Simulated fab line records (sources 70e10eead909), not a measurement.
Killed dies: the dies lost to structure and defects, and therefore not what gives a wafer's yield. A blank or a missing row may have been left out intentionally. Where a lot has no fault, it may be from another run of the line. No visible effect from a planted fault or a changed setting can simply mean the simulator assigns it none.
Matching of chambers + flow nandHarc + NHARC_A_STAIRCASE_ETCH_253 on rieDiel-04 has 4 sister chambers
The step etches the open film in C4F8/O2, target depth 50 nm, time 20.2 s. 4 wafers are shown with their chamber, then 7 later ones without.

WAFERS WITH THEIR CHAMBER
| wafer  | chamber | rfFwdPowerW (W) |
|--------|---------|-----------------|
| L077.3 | 3       | 585             |
| L077.4 | 2       | 596             |
| L086.1 | 0       | 583             |
| L086.4 | 1       | 591             |

WAFERS MISSING THEIR CHAMBER
| wafer  | rfFwdPowerW (W) |
|--------|-----------------|
| L086.5 | 581             |
| L096.4 | 591             |
| L096.5 | 584             |
| L096.6 | 584             |
| L097.1 | 581             |
| L097.2 | 588             |
| L097.4 | 588             |

EACH ONE'S CHAMBER
| wafer  | from the rows above          | in truth                   |
|--------|------------------------------|----------------------------|
| L086.5 | can't be placed: 0 or 3      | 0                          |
| L096.4 | 1                            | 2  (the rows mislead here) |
| L096.5 | can't be placed: 0 or 3      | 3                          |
| L096.6 | can't be placed: 0 or 3      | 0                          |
| L097.1 | can't be placed: 0 or 3      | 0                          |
| L097.2 | can't be placed: 1 or 3 or 0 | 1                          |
| L097.4 | can't be placed: 1 or 3 or 0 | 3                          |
Correctly placed: 0 of 7. Not placeable from these rows: 6 (in 6, the candidates include the true chamber). Number placed wrongly: 1.
How it was worked out, from the rows above alone: a wafer's distance from a chamber is the root of the sum, over the readings, of the square of ((its reading less the chamber's mean) divided by the reading's scatter). If the next closest chamber is less than 2 further off than the closest, the wafer can't be placed; otherwise it belongs to the closest. The mean given for a chamber averages the wafers shown for that chamber. The scatter: root of mean squared gap, hidden wafer to nearest shown wafer, with one shown wafer a chamber.
